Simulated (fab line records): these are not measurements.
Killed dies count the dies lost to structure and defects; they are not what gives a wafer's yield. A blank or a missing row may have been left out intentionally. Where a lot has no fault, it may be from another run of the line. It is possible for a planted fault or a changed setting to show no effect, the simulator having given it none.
fab line records	flow nandHarc
record lots=7	wafers=21	lastDay=33
route steps=1302 shown A_STAIRCASE@865 END@1302
lots that met no fault: taken from a fault-free run of the same line
startH: the number of hours between the record's first day and the start of the first shown wafer of the lot	waitH: hours elapsed since this lot's preceding step	" the same as in the row above	L1.1+2: one row covering several wafers at once	- no value, or no start given	* or withheld: withheld	< > ~ a bound
route shown NAME@n: a module of which the file shows steps, and the number in the route of the first	usual: mean/standard deviation taken from wafers without a fault	same: alike in all rows	chamber/n: place in a boat	sites: readings site by site	_std_site: standard deviation of those values	_edge_site: the outer-site mean with the inner-site mean subtracted	radiusMm: for every site, how far away it sits from the centre of the wafer	mask NAME#n: copy n	behind: the most recent tool/chamber to have shaped the wafer	hold: cause of the lot's hold/its duration in hours/its outcome	device: the n, p or np transistor that did not switch	end of line: at the end of the route, the tests of the same wafers	for a step that has no rows: nothing shown but its recipe	killed: dies lost to structure and defects at the first sort, not the wafer's yield	map: dies across one wafer; x = killed, . = not, _ = none there
set.NAME: the setting as run; set.NAME@STEP: as run at that earlier step	model.NAME: the simulator's own value behind a step, which no gauge read
lots at some steps of the route; a table a step, a row a wafer
services: a tool's chamber out of use, with start hour (startH, from the record's first day; less than 0 if before it), hours out, and reason
## steps
# step NHARC_A_STAIRCASE_PEB_439
# recipe pebTempC=115	pebTimeS=130
# step NHARC_A_STAIRCASE_DEVELOP_440
# recipe timeS=140
# step NHARC_A_STAIRCASE_HARDBAKE_442
# recipe tempC=120	timeS=140
# step NHARC_A_STAIRCASE_DESCUM_443
# recipe timeS=3	o2FlowSccm=200	arFlowSccm=0	biasPowerW=0	chemistry=O2
# usual chamberPressureMTorr=60.00/0.056	drypumpMotorCurrentA=5.8/0.43	oesProductAu=0.998/0.011	rfVppV=57.6/1	showerheadPlenumPTorr=1.89/0.097	throttleValvePct=11.311/0.01
lot.wafer	tool	chamber	startH	waitH	chamberPressureMTorr	drypumpMotorCurrentA	oesProductAu	rfHoursCounterH	rfVppV	showerheadPlenumPTorr	throttleValvePct
L387.1	rieDiel-11	3	468.58	-	60.01	5.4	1.000	8	58.8	2.05	11.295
L387.4	"	0	"	"	60.05	6.3	0.975	9	55.5	1.88	11.320
L387.3	"	1	"	"	59.97	5.8	0.999	8	59.3	1.85	11.333
L389.2	rieDiel-11	1	477.93	-	60.01	5.8	0.990	11	57.5	1.85	11.300
L389.4	"	2	"	"	60.04	5.5	1.012	10	56.8	1.78	11.327
L389.1	"	0	"	"	60.00	6.2	0.986	14	58.2	1.88	11.299
L390.2	rieDiel-11	0	509.10	-	59.98	6.2	0.989	21	58.4	1.88	11.316
L390.3	"	1	"	"	60.11	5.8	0.995	17	57.8	1.84	11.315
L390.1	"	2	"	"	59.99	5.5	1.010	16	57.4	1.78	11.313
L396.3	rieDiel-11	3	541.76	-	59.98	5.4	0.990	31	58.0	2.05	11.299
L396.2	"	1	"	"	60.05	5.8	0.989	28	57.5	1.84	11.312
L396.5	"	3	"	"	60.04	5.4	0.996	-	58.9	2.05	11.309
L402.3	rieDiel-05	1	618.89	-	59.97	5.3	0.999	7	60.1	1.81	11.311
L402.4	"	2	"	"	60.01	6.2	0.996	8	58.1	1.93	11.296
L402.6	"	1	"	"	60.03	5.3	0.989	-	56.8	1.81	11.304
L403.2	rieDiel-11	2	637.77	-	60.01	5.5	1.002	4	57.3	2.07	11.300
L403.4	"	3	"	"	59.96	5.3	1.014	3	57.1	2.04	11.317
L403.1	"	0	"	"	59.97	6.3	0.992	4	57.4	1.86	11.306
L405.3	rieDiel-04	0	649.31	-	60.13	6.6	1.014	40	58.9	1.92	11.321
L405.1	"	1	"	"	59.93	5.6	1.003	38	58.0	1.90	11.303
L405.4	"	2	"	"	59.90	5.6	0.994	37	58.2	1.85	11.321
# step NHARC_A_STAIRCASE_ETCH_444
# recipe targetDepthA=2.04e+05	timeS=6800	c4f8FlowSccm=20	o2FlowSccm=10	arFlowSccm=withheld	rfW=600	biasW=1000	chemistry=C4F8/O2
# usual chamberPressureMTorr=25.003/0.023	oesProductAu=0.933/0.021	rfFwdPowerW=599.9/1.7	rfVppV=806/5.4
lot.wafer	tool	chamber	startH	waitH	chamberPressureMTorr	oesProductAu	rfFwdPowerW	rfHoursCounterH	rfVppV
L387.1	rieDiel-11	3	468.73	0.1	24.977	0.926	599.1	9	816
L387.4	"	0	"	"	25.029	0.918	601.4	10	805
L387.3	"	2	"	"	24.975	0.940	602.1	8	800
L389.1	rieDiel-11	0	478.49	0.5	25.016	0.964	600.3	15	805
L389.4	"	1	"	"	25.009	0.956	597.4	12	804
L389.2	"	2	"	"	24.968	0.975	599.8	11	800
L390.2	rieDiel-11	2	509.18	0.1	25.016	0.924	597.2	17	798
L390.1	"	3	"	"	24.993	0.925	602.0	21	815
L390.3	"	0	"	"	25.000	0.904	600.6	22	804
L396.3	rieDiel-11	0	542.07	0.3	24.995	0.920	603.2	32	804
L396.2	"	2	"	"	24.996	0.938	598.1	30	797
L396.5	"	0	"	"	24.977	0.922	603.2	-	805
L402.3	rieDiel-05	3	619.45	0.5	24.982	0.982	600.7	8	799
L402.4	"	0	"	"	24.986	0.971	600.1	7	799
L402.6	"	2	"	"	24.985	0.966	599.8	-	807
L403.1	rieDiel-11	2	637.85	0.1	25.028	0.967	601.4	5	816
L403.4	"	3	"	"	24.977	0.986	600.7	4	812
L403.2	"	0	"	"	25.009	0.980	602.2	5	803
L405.3	rieDiel-04	3	649.39	0.1	24.991	0.918	600.7	40	815
L405.4	"	0	"	"	25.043	0.935	600.8	41	806
L405.1	"	1	"	"	25.063	0.920	596.8	39	806
# step NHARC_A_STAIRCASE_STRIP_446
# recipe powerW=1500	tempC=250	chemistry=O2
# usual drypumpMotorCurrentA=6.25/0.21	heaterPowerW=346/27
lot.wafer	tool	chamber	startH	waitH	drypumpMotorCurrentA	heaterPowerW	rfHoursCounterH
L387.1	plasmaAsher-02	1	473.18	0.1	6.45	367	9
L387.3	"	0	"	"	6.29	349	-
L387.4	"	1	"	"	6.45	361	-
L389.2	plasmaAsher-02	0	482.40	0.0	6.28	365	11
L389.1	"	1	"	"	6.44	355	11
L389.4	"	0	"	"	6.31	361	-
L390.1	plasmaAsher-02	1	513.61	0.0	6.49	369	14
L390.2	"	0	"	"	6.28	374	14
L390.3	"	0	"	"	6.30	367	-
L396.2	plasmaAsher-01	1	546.73	0.3	6.20	314	3
L396.3	"	1	"	"	6.15	309	-
L396.5	"	0	"	"	5.88	319	-
L402.4	plasmaAsher-02	0	623.44	0.1	6.29	380	-
L402.3	"	1	"	"	6.47	370	-
L402.6	"	1	"	"	6.46	388	-
L403.2	plasmaAsher-01	1	642.26	0.0	6.18	311	23
L403.1	"	0	"	"	5.86	315	23
L403.4	"	1	"	"	6.18	315	-
L405.1	plasmaAsher-02	1	653.78	0.0	6.45	378	10
L405.4	"	1	"	"	6.50	375	-
L405.3	"	0	"	"	6.28	375	-
# step NHARC_A_STAIRCASE_STRIP_447
# recipe timeS=900	tempC=130	chemistry=SPM
# step NHARC_A_STAIRCASE_PRECLEAN_448
# recipe timeS=*	tempC=50	bathAgeMin=0	chemistry=SC1
# step NHARC_A_STAIRCASE_SRD_449
# step NHARC_A_STAIRCASE_CMP_450
# recipe targetThkNm=200	material=SiO2
# usual edgeZonePressureFrac=1.000/0.0047	motorCurrentA=11.5/1.1
lot.wafer	tool	chamber	startH	waitH	edgeZonePressureFrac	motorCurrentA
L387.1	cmp-01	1	473.93	-	1.009	11.9
L387.4	"	2	"	"	0.997	10.7
L387.3	"	0	"	"	1.002	12.3
L389.4	cmp-03	1	483.21	-	0.995	10.0
L389.2	"	2	"	"	1.002	13.2
L389.1	"	3	"	"	0.999	11.1
L390.1	cmp-03	2	514.41	-	0.998	13.7
L390.2	"	0	"	"	1.005	11.9
L390.3	"	1	"	"	0.998	9.7
L396.3	cmp-03	1	547.52	-	1.002	9.5
L396.2	"	0	"	"	0.995	12.1
L396.5	"	2	"	"	1.000	14.1
L402.4	cmp-03	1	624.18	-	0.996	9.5
L402.3	"	2	"	"	0.996	13.7
L402.6	"	0	"	"	0.999	12.1
L403.4	cmp-04	2	643.08	-	0.989	12.4
L403.1	"	3	"	"	1.000	10.6
L403.2	"	0	"	"	1.004	9.3
L405.1	cmp-04	0	654.58	-	1.004	10.0
L405.3	"	1	"	"	1.004	12.2
L405.4	"	3	"	"	0.995	10.9
# step NHARC_A_STAIRCASE_CMP_152
# usual edgeZonePressureFrac=1.000/0.0046	motorCurrentA=11.5/1.1
lot.wafer	tool	chamber	startH	waitH	edgeZonePressureFrac	motorCurrentA
L387.1	cmp-01	1	474.00	0.1	1.001	12.1
L387.4	"	2	"	"	1.004	11.1
L387.3	"	0	"	"	0.998	11.2
L389.4	cmp-03	1	483.29	0.1	1.000	10.2
L389.2	"	2	"	"	1.001	13.1
L389.1	"	3	"	"	1.005	11.6
L390.1	cmp-03	2	514.49	0.1	0.998	13.3
L390.2	"	0	"	"	0.997	12.6
L390.3	"	1	"	"	1.002	9.9
L396.3	cmp-03	1	547.59	0.1	0.997	10.1
L396.2	"	0	"	"	0.997	12.6
L396.5	"	2	"	"	0.996	12.5
L402.4	cmp-03	1	624.25	0.1	-	-
L402.3	"	2	"	"	-	-
L402.6	"	0	"	"	-	-
L403.4	cmp-04	2	643.15	0.1	-	-
L403.1	"	3	"	"	-	-
L403.2	"	0	"	"	-	-
L405.1	cmp-04	0	654.65	0.1	-	-
L405.3	"	1	"	"	-	-
L405.4	"	3	"	"	-	-
# step NHARC_END_SORT_01
# recipe tempC=25
# usual killedAtArray=62/15	killedAtOther=0.8/1	killedAtPeriphery=3.7/2.6	killedDies=66/15	killedOpen=3.1/1.8	killedShort=2.6/1.7
# same grossDies=677
lot.wafer	tool	chamber	startH	waitH	killedAtArray	killedAtOther	killedAtPeriphery	killedDies	killedOpen	killedShort
L389.1	prober-01	0	617.10	2.5	84	1	4	89	1	2
L389.2	prober-01	0	617.89	2.8	70	1	3	74	2	3
L389.4	prober-01	0	619.48	3.4	94	0	1	95	2	2
L390.1	prober-02	0	647.49	2.5	78	2	0	80	1	1
L390.3	prober-02	0	649.07	3.1	77	1	2	80	1	2
L396.2	prober-01	0	675.37	2.8	40	2	2	44	2	2
L402.3	prober-02	0	749.14	3.1	675	0	2	677	4	2
L402.4	prober-02	0	749.94	3.4	671	0	6	677	3	2
L402.6	prober-02	0	751.53	4.0	673	0	4	677	2	1
L403.1	prober-02	0	775.14	2.5	670	1	6	677	4	0
L403.2	prober-02	0	775.94	2.8	672	0	5	677	5	3
L403.4	prober-02	0	777.55	3.4	671	0	6	677	2	4
L405.1	prober-02	0	783.00	2.5	672	1	4	677	5	3
L405.3	prober-02	0	784.61	3.1	675	0	2	677	3	3
L405.4	prober-02	0	785.41	3.4	667	3	7	677	2	1
# killed by level:class
L389.1 A_SLIT:chamberFilmFlake=32 A_CHANNEL_HOLE_D2:chamberFilmFlake=31 A_CONTACT:chamberFilmFlake=6 A_CHANNEL_HOLE_D1:chamberFilmFlake=4 A_CHANNEL_FILL_D2:chamberFilmFlake=4 P_GATE:chamberFilmFlake=2 A_WL_FILL:chamberFilmFlake=2 A_ONON_D1:geometricParticle:open=1
L389.2 A_CHANNEL_HOLE_D2:chamberFilmFlake=26 A_SLIT:chamberFilmFlake=25 A_CONTACT:chamberFilmFlake=5 A_CHANNEL_FILL_D2:chamberFilmFlake=3 A_SGD_CUT:chamberFilmFlake=3 A_CHANNEL_FILL_D2:geometricParticle:short=2 A_M0:geometricParticle:open=2 A_CHANNEL_HOLE_D1:chamberFilmFlake=2
L389.4 A_CHANNEL_HOLE_D2:chamberFilmFlake=39 A_SLIT:chamberFilmFlake=27 A_CONTACT:chamberFilmFlake=7 A_WL_FILL:chamberFilmFlake=5 A_CHANNEL_FILL_D2:chamberFilmFlake=4 A_CHANNEL_HOLE_D1:chamberFilmFlake=3 A_SGD_CUT:chamberFilmFlake=3 A_M0:geometricParticle:open=2
L390.1 A_SLIT:chamberFilmFlake=36 A_CHANNEL_HOLE_D2:chamberFilmFlake=33 A_STAIRCASE:chamberFilmFlake=4 A_M0:chamberFilmFlake=2 THIN_TSV:chamberFilmFlake=2 A_CHANNEL_FILL_D1:geometricParticle:short=1 A_ONON_D2:geometricParticle:open=1 A_CONTACT:chamberFilmFlake=1
L390.3 A_CHANNEL_HOLE_D2:chamberFilmFlake=32 A_SLIT:chamberFilmFlake=30 A_CHANNEL_HOLE_D1:chamberFilmFlake=5 A_STAIRCASE:chamberFilmFlake=3 A_CONTACT:chamberFilmFlake=3 P_M0:geometricParticle:short=1 A_CHANNEL_FILL_D1:geometricParticle:short=1 A_ONON_D2:geometricParticle:open=1
L396.2 A_CHANNEL_HOLE_D1:chamberFilmFlake=25 A_SGD_CUT:chamberFilmFlake=3 A_CONTACT:chamberFilmFlake=3 P_GATE:chamberFilmFlake=2 A_SLIT:chamberFilmFlake=2 A_ONON_D2:geometricParticle:short=1 A_CHANNEL_HOLE_D2:geometricParticle:short=1 A_BLC:geometricParticle:open=1
L402.3 A_STAIRCASE:areaCmp=627 A_CHANNEL_HOLE_D1:chamberFilmFlake=26 A_CONTACT:chamberFilmFlake=6 A_SLIT:chamberFilmFlake=5 A_STAIRCASE:chamberFilmFlake=3 A_ONON_D1:geometricParticle:open=2 P_CONTACT:chamberFilmFlake=2 A_CHANNEL_HOLE_D1:geometricParticle:open=1
L402.4 A_STAIRCASE:areaCmp=623 A_CHANNEL_HOLE_D1:chamberFilmFlake=25 A_STAIRCASE:chamberFilmFlake=9 A_SLIT:chamberFilmFlake=4 P_CONTACT:chamberFilmFlake=3 A_M0:chamberFilmFlake=3 A_CONTACT:chamberFilmFlake=2 P_GATE:geometricParticle:open=1
L402.6 A_STAIRCASE:areaCmp=621 A_CHANNEL_HOLE_D1:chamberFilmFlake=28 A_STAIRCASE:chamberFilmFlake=8 A_SLIT:chamberFilmFlake=5 A_M0:chamberFilmFlake=3 P_ZERO_WELL:chamberFilmFlake=2 A_WL_FILL:chamberFilmFlake=2 A_CHANNEL_FILL_D1:geometricParticle:open=1
L403.1 A_STAIRCASE:areaCmp=605 A_CHANNEL_HOLE_D2:chamberFilmFlake=25 A_CHANNEL_HOLE_D1:chamberFilmFlake=22 A_BONDPAD:chamberFilmFlake=6 P_M1:chamberFilmFlake=4 A_STAIRCASE:chamberFilmFlake=4 A_SLIT:chamberFilmFlake=3 A_CONTACT:chamberFilmFlake=2
L403.2 A_STAIRCASE:areaCmp=584 A_CHANNEL_HOLE_D1:chamberFilmFlake=38 A_CHANNEL_HOLE_D2:chamberFilmFlake=25 A_CONTACT:chamberFilmFlake=10 A_BONDPAD:chamberFilmFlake=4 P_M1:chamberFilmFlake=3 A_STAIRCASE:chamberFilmFlake=2 P_M0:geometricParticle:open=1
L403.4 A_STAIRCASE:areaCmp=601 A_CHANNEL_HOLE_D2:chamberFilmFlake=26 A_CHANNEL_HOLE_D1:chamberFilmFlake=22 A_CONTACT:chamberFilmFlake=7 P_M1:chamberFilmFlake=3 A_BONDPAD:chamberFilmFlake=3 A_SLIT:chamberFilmFlake=2 A_STAIRCASE:chamberFilmFlake=2
L405.1 A_STAIRCASE:areaCmp=617 A_CHANNEL_HOLE_D2:chamberFilmFlake=28 A_CHANNEL_HOLE_D1:chamberFilmFlake=8 A_SLIT:chamberFilmFlake=5 A_STAIRCASE:chamberFilmFlake=3 A_CONTACT:chamberFilmFlake=3 P_GATE:geometricParticle:open=1 P_CONTACT:geometricParticle:short=1
L405.3 A_STAIRCASE:areaCmp=601 A_CHANNEL_HOLE_D2:chamberFilmFlake=28 A_CHANNEL_HOLE_D1:chamberFilmFlake=14 A_SLIT:chamberFilmFlake=8 A_STAIRCASE:chamberFilmFlake=7 A_CONTACT:chamberFilmFlake=6 A_CHANNEL_FILL_D1:chamberFilmFlake=2 A_WL_FILL:chamberFilmFlake=2
L405.4 A_STAIRCASE:areaCmp=602 A_CHANNEL_HOLE_D2:chamberFilmFlake=34 A_CHANNEL_HOLE_D1:chamberFilmFlake=9 A_CONTACT:chamberFilmFlake=8 A_STAIRCASE:chamberFilmFlake=7 P_ZERO_WELL:chamberFilmFlake=5 A_SLIT:chamberFilmFlake=4 THIN_TSV:chamberFilmFlake=3
# map L402.3 (x killed, . not)
____________x____________
_________xxxxxxx_________
_______xxxxxxxxxxx_______
______xxxxxxxxxxxxx______
_____xxxxxxxxxxxxxxx_____
____xxxxxxxxxxxxxxxxx____
____xxxxxxxxxxxxxxxxx____
___xxxxxxxxxxxxxxxxxxx___
___xxxxxxxxxxxxxxxxxxx___
__xxxxxxxxxxxxxxxxxxxxx__
__xxxxxxxxxxxxxxxxxxxxx__
_xxxxxxxxxxxxxxxxxxxxxxx_
_xxxxxxxxxxxxxxxxxxxxxxx_
_xxxxxxxxxxxxxxxxxxxxxxx_
_xxxxxxxxxxxxxxxxxxxxxxx_
_xxxxxxxxxxxxxxxxxxxxxxx_
xxxxxxxxxxxxxxxxxxxxxxxxx
xxxxxxxxxxxxxxxxxxxxxxxxx
xxxxxxxxxxxxxxxxxxxxxxxxx
xxxxxxxxxxxxxxxxxxxxxxxxx
xxxxxxxxxxxxxxxxxxxxxxxxx
_xxxxxxxxxxxxxxxxxxxxxxx_
_xxxxxxxxxxxxxxxxxxxxxxx_
_xxxxxxxxxxxxxxxxxxxxxxx_
_xxxxxxxxxxxxxxxxxxxxxxx_
_xxxxxxxxxxxxxxxxxxxxxxx_
__xxxxxxxxxxxxxxxxxxxxx__
__xxxxxxxxxxxxxxxxxxxxx__
___xxxxxxxxxxxxxxxxxxx___
___xxxxxxxxxxxxxxxxxxx___
____xxxxxxxxxxxxxxxxx____
____xxxxxxxxxxxxxxxxx____
_____xxxxxxxxxxxxxxx_____
______xxxxxxxxxxxxx______
_______xxxxxxxxxxx_______
_________xxxxxxx_________
____________x____________
# map L403.1 (x killed, . not)
____________x____________
_________xxxxxxx_________
_______xxxxxxxxxxx_______
______xxxxxxxxxxxxx______
_____xxxxxxxxxxxxxxx_____
____xxxxxxxxxxxxxxxxx____
____xxxxxxxxxxxxxxxxx____
___xxxxxxxxxxxxxxxxxxx___
___xxxxxxxxxxxxxxxxxxx___
__xxxxxxxxxxxxxxxxxxxxx__
__xxxxxxxxxxxxxxxxxxxxx__
_xxxxxxxxxxxxxxxxxxxxxxx_
_xxxxxxxxxxxxxxxxxxxxxxx_
_xxxxxxxxxxxxxxxxxxxxxxx_
_xxxxxxxxxxxxxxxxxxxxxxx_
_xxxxxxxxxxxxxxxxxxxxxxx_
xxxxxxxxxxxxxxxxxxxxxxxxx
xxxxxxxxxxxxxxxxxxxxxxxxx
xxxxxxxxxxxxxxxxxxxxxxxxx
xxxxxxxxxxxxxxxxxxxxxxxxx
xxxxxxxxxxxxxxxxxxxxxxxxx
_xxxxxxxxxxxxxxxxxxxxxxx_
_xxxxxxxxxxxxxxxxxxxxxxx_
_xxxxxxxxxxxxxxxxxxxxxxx_
_xxxxxxxxxxxxxxxxxxxxxxx_
_xxxxxxxxxxxxxxxxxxxxxxx_
__xxxxxxxxxxxxxxxxxxxxx__
__xxxxxxxxxxxxxxxxxxxxx__
___xxxxxxxxxxxxxxxxxxx___
___xxxxxxxxxxxxxxxxxxx___
____xxxxxxxxxxxxxxxxx____
____xxxxxxxxxxxxxxxxx____
_____xxxxxxxxxxxxxxx_____
______xxxxxxxxxxxxx______
_______xxxxxxxxxxx_______
_________xxxxxxx_________
____________x____________
## services
tool	chamber	startH	hours	kind
rieDiel-04	3	453.51	2.3	repair
cmp-03	-	456.24	4.0	pm
rieDiel-11	0	467.64	-	clean
rieDiel-11	1	467.64	-	clean
cmp-01	-	479.52	4.0	pm
cmp-04	-	504.51	4.0	pm
plasmaAsher-01	-	519.24	9.0	pm
cmp-01	-	527.55	0.5	repair
rieDiel-04	-	534.72	9.0	pm
cmp-03	-	554.24	4.0	pm
cmp-01	-	557.02	0.6	repair
cmp-04	-	568.24	3.2	repair
plasmaAsher-01	-	572.15	6.2	repair
cmp-01	-	577.52	4.0	pm
rieDiel-11	2	580.32	2.7	repair
rieDiel-05	-	583.66	9.0	pm
cmp-03	-	591.50	5.3	repair
cmp-01	-	600.13	1.7	repair
cmp-04	-	602.51	4.0	pm
plasmaAsher-02	-	606.29	9.0	pm
rieDiel-11	-	610.70	9.0	pm
rieDiel-05	0	624.22	17.4	repair
rieDiel-11	2	643.46	6.4	repair
cmp-03	-	652.24	4.0	pm
## key
firstSign step=NHARC_A_STAIRCASE_CMP_152	reading=toolRecord	direction=missing
effect step=NHARC_END_SORT_01	reading=killedAtArray	direction=up	sigmas=40	usual=62	struck=672
moreKillsBornAt NHARC_A_STAIRCASE_CMP_152@cmp-04=3610	NHARC_A_STAIRCASE_CMP_152@cmp-03=1871
metAt NHARC_A_STAIRCASE_CMP_152
struckWafers L402.3,L402.4,L402.6,L403.1,L403.2,L403.4,L405.1,L405.3,L405.4
laterRowsLeftOut L402.3,L402.4,L402.6,L403.1,L403.2,L403.4,L405.1,L405.3,L405.4
testerLeftOut L402,L403,L405
onsetBetween 547.59 624.25
fault kind=skippedStepWhole	tool=cmp-03,cmp-04	chamber=-	onsetH=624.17	steps=NHARC_A_STAIRCASE_CMP_152	scope=struckLotsOnly
# testerLeftOut: of these lots the tester's yield and bins aren't shown, on N5 and GAA mostly nor the transistor test; their killed dies are dies lost to structure and defects alone, not to doping, threshold or leakage, so they don't give the yield
# laterRowsLeftOut: the simulator's readings of these wafers behind a module that went badly wrong aren't trusted and aren't shown, but for the sort
